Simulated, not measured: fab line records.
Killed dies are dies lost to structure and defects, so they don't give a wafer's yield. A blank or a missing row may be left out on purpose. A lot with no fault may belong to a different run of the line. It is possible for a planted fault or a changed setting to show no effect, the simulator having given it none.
Lot-split experiment :: flow n5Finfet :: 39 wafers read across 7 lots, on a route 1938 steps long

## THE SPLIT ITSELF
At N5_DUMMY_GATE_ETCH_44 (etches poly-Si in HBr/O2, stops on SiO2, target depth 127.5 nm), the setting targetDepthA was moved away from the recipe's 1275 angstrom on 15 of the 39 wafers read, by -12.5% to +12.9%. This setting was run at the recipe's value on the other wafers.

The reading is taken at the split's own step.

## THE READING
oesProductAu, in a.u., at N5_DUMMY_GATE_ETCH_44 (etches poly-Si in HBr/O2, stops on SiO2, target depth 127.5 nm). Typical for fault-free wafers on this fab line: 0.732 a.u., with standard deviation 0.012 a.u.

wafer: L074.1
tool, chamber at the split: rieSi-01, 1
targetDepthA as run, angstrom: 1431
against the recipe: +12.2%
oesProductAu, a.u.: 0.685
against lot-mates on the recipe: -0.053

wafer: L074.2
tool, chamber at the split: rieSi-01, 3
targetDepthA as run, angstrom: 1275
against the recipe: recipe
oesProductAu, a.u.: 0.744
against lot-mates on the recipe: -

wafer: L074.3
tool, chamber at the split: rieSi-01, 2
targetDepthA as run, angstrom: 1431
against the recipe: +12.2%
oesProductAu, a.u.: 0.702
against lot-mates on the recipe: -0.036

wafer: L074.4
tool, chamber at the split: rieSi-01, 2
targetDepthA as run, angstrom: 1431
against the recipe: +12.2%
oesProductAu, a.u.: 0.702
against lot-mates on the recipe: -0.036

wafer: L074.5
tool, chamber at the split: rieSi-01, 3
targetDepthA as run, angstrom: 1275
against the recipe: recipe
oesProductAu, a.u.: 0.750
against lot-mates on the recipe: -

wafer: L074.6
tool, chamber at the split: rieSi-01, 1
targetDepthA as run, angstrom: 1275
against the recipe: recipe
oesProductAu, a.u.: 0.720
against lot-mates on the recipe: -

wafer: L079.1
tool, chamber at the split: rieSi-04, 3
targetDepthA as run, angstrom: 1275
against the recipe: recipe
oesProductAu, a.u.: 0.724
against lot-mates on the recipe: -

wafer: L079.2
tool, chamber at the split: rieSi-04, 2
targetDepthA as run, angstrom: 1116
against the recipe: -12.5%
oesProductAu, a.u.: 0.768
against lot-mates on the recipe: +0.035

wafer: L079.3
tool, chamber at the split: rieSi-04, 1
targetDepthA as run, angstrom: 1116
against the recipe: -12.5%
oesProductAu, a.u.: 0.784
against lot-mates on the recipe: +0.051

wafer: L079.4
tool, chamber at the split: rieSi-04, 0
targetDepthA as run, angstrom: 1275
against the recipe: recipe
oesProductAu, a.u.: 0.735
against lot-mates on the recipe: -

wafer: L079.5
tool, chamber at the split: rieSi-04, 1
targetDepthA as run, angstrom: 1275
against the recipe: recipe
oesProductAu, a.u.: 0.741
against lot-mates on the recipe: -

wafer: L079.6
tool, chamber at the split: rieSi-04, 2
targetDepthA as run, angstrom: 1116
against the recipe: -12.5%
oesProductAu, a.u.: 0.765
against lot-mates on the recipe: +0.032

wafer: L083.1
tool, chamber at the split: rieSi-03, 0
targetDepthA as run, angstrom: 1440
against the recipe: +12.9%
oesProductAu, a.u.: 0.691
against lot-mates on the recipe: -0.052

wafer: L083.2
tool, chamber at the split: rieSi-03, 3
targetDepthA as run, angstrom: 1275
against the recipe: recipe
oesProductAu, a.u.: 0.744
against lot-mates on the recipe: -

wafer: L083.3
tool, chamber at the split: rieSi-03, 1
targetDepthA as run, angstrom: 1275
against the recipe: recipe
oesProductAu, a.u.: 0.742
against lot-mates on the recipe: -

wafer: L083.4
tool, chamber at the split: rieSi-03, 0
targetDepthA as run, angstrom: 1440
against the recipe: +12.9%
oesProductAu, a.u.: 0.687
against lot-mates on the recipe: -0.056

wafer: L083.5
tool, chamber at the split: rieSi-03, 3
targetDepthA as run, angstrom: 1440
against the recipe: +12.9%
oesProductAu, a.u.: 0.695
against lot-mates on the recipe: -0.048

wafer: L083.6
tool, chamber at the split: rieSi-03, 1
targetDepthA as run, angstrom: 1275
against the recipe: recipe
oesProductAu, a.u.: 0.742
against lot-mates on the recipe: -

wafer: L084.1
tool, chamber at the split: rieSi-03, 3
targetDepthA as run, angstrom: 1275
against the recipe: recipe
oesProductAu, a.u.: 0.737
against lot-mates on the recipe: -

wafer: L084.2
tool, chamber at the split: rieSi-03, 1
targetDepthA as run, angstrom: 1275
against the recipe: recipe
oesProductAu, a.u.: 0.738
against lot-mates on the recipe: -

wafer: L084.3
tool, chamber at the split: rieSi-03, 0
targetDepthA as run, angstrom: 1275
against the recipe: recipe
oesProductAu, a.u.: 0.729
against lot-mates on the recipe: -

wafer: L084.4
tool, chamber at the split: rieSi-03, 3
targetDepthA as run, angstrom: 1275
against the recipe: recipe
oesProductAu, a.u.: 0.737
against lot-mates on the recipe: -

wafer: L084.5
tool, chamber at the split: rieSi-03, 1
targetDepthA as run, angstrom: 1275
against the recipe: recipe
oesProductAu, a.u.: 0.740
against lot-mates on the recipe: -

wafer: L084.6
tool, chamber at the split: rieSi-03, 0
targetDepthA as run, angstrom: 1275
against the recipe: recipe
oesProductAu, a.u.: 0.736
against lot-mates on the recipe: -

wafer: L085.2
tool, chamber at the split: rieSi-01, 2
targetDepthA as run, angstrom: 1275
against the recipe: recipe
oesProductAu, a.u.: 0.735
against lot-mates on the recipe: -

wafer: L085.3
tool, chamber at the split: rieSi-01, 0
targetDepthA as run, angstrom: 1275
against the recipe: recipe
oesProductAu, a.u.: 0.736
against lot-mates on the recipe: -

wafer: L085.5
tool, chamber at the split: rieSi-01, 3
targetDepthA as run, angstrom: 1275
against the recipe: recipe
oesProductAu, a.u.: 0.756
against lot-mates on the recipe: -

wafer: L095.1
tool, chamber at the split: rieSi-01, 2
targetDepthA as run, angstrom: 1275
against the recipe: recipe
oesProductAu, a.u.: 0.743
against lot-mates on the recipe: -

wafer: L095.2
tool, chamber at the split: rieSi-01, 0
targetDepthA as run, angstrom: 1137
against the recipe: -10.8%
oesProductAu, a.u.: 0.765
against lot-mates on the recipe: +0.031

wafer: L095.3
tool, chamber at the split: rieSi-01, 3
targetDepthA as run, angstrom: 1137
against the recipe: -10.8%
oesProductAu, a.u.: 0.788
against lot-mates on the recipe: +0.054

wafer: L095.4
tool, chamber at the split: rieSi-01, 1
targetDepthA as run, angstrom: 1275
against the recipe: recipe
oesProductAu, a.u.: 0.727
against lot-mates on the recipe: -

wafer: L095.5
tool, chamber at the split: rieSi-01, 0
targetDepthA as run, angstrom: 1275
against the recipe: recipe
oesProductAu, a.u.: 0.732
against lot-mates on the recipe: -

wafer: L095.6
tool, chamber at the split: rieSi-01, 3
targetDepthA as run, angstrom: 1137
against the recipe: -10.8%
oesProductAu, a.u.: 0.798
against lot-mates on the recipe: +0.064

wafer: L097.1
tool, chamber at the split: rieSi-01, 3
targetDepthA as run, angstrom: 1275
against the recipe: recipe
oesProductAu, a.u.: 0.747
against lot-mates on the recipe: -

wafer: L097.2
tool, chamber at the split: rieSi-01, 2
targetDepthA as run, angstrom: 1275
against the recipe: recipe
oesProductAu, a.u.: 0.737
against lot-mates on the recipe: -

wafer: L097.3
tool, chamber at the split: rieSi-01, 0
targetDepthA as run, angstrom: 1352
against the recipe: +6.0%
oesProductAu, a.u.: 0.718
against lot-mates on the recipe: -0.027

wafer: L097.4
tool, chamber at the split: rieSi-01, 1
targetDepthA as run, angstrom: 1352
against the recipe: +6.0%
oesProductAu, a.u.: 0.707
against lot-mates on the recipe: -0.038

wafer: L097.5
tool, chamber at the split: rieSi-01, 2
targetDepthA as run, angstrom: 1275
against the recipe: recipe
oesProductAu, a.u.: 0.752
against lot-mates on the recipe: -

wafer: L097.6
tool, chamber at the split: rieSi-01, 1
targetDepthA as run, angstrom: 1352
against the recipe: +6.0%
oesProductAu, a.u.: 0.698
against lot-mates on the recipe: -0.047

FIT RESULTS
A straight line over all 39 wafers: oesProductAu changes by -0.00354 a.u. for each +1% of targetDepthA; r = -0.93; the points scatter about the line by 0.0098 a.u.
The same after taking each lot's own level away (the mean of its wafers on the recipe; 39 wafers): -0.00387 a.u. for each +1%; r = -0.94; scatter 0.0098 a.u.
The reading moves by 0.05 a.u. for the largest change in targetDepthA, on that fit.
Across the lots, their own levels run from 0.7333 to 0.7453 a.u., a range of 1.0 times the standard deviation given above.
Hence the lot-to-lot level has little effect on the slope; both slopes agree.
Check: with one of the wafers moved furthest among these (+12.9%) left out of the fit, the line predicts -0.0509 a.u. for it against its lot-mates. It came out at -0.0517 a.u. against them.
Tool readings at the split's step, against how far the setting was moved: oesProductAu r = -0.93.

## THE FILE'S OWN FIT
oesProductAu changes by -0.00387 a.u. for each +1% of targetDepthA, r = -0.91.
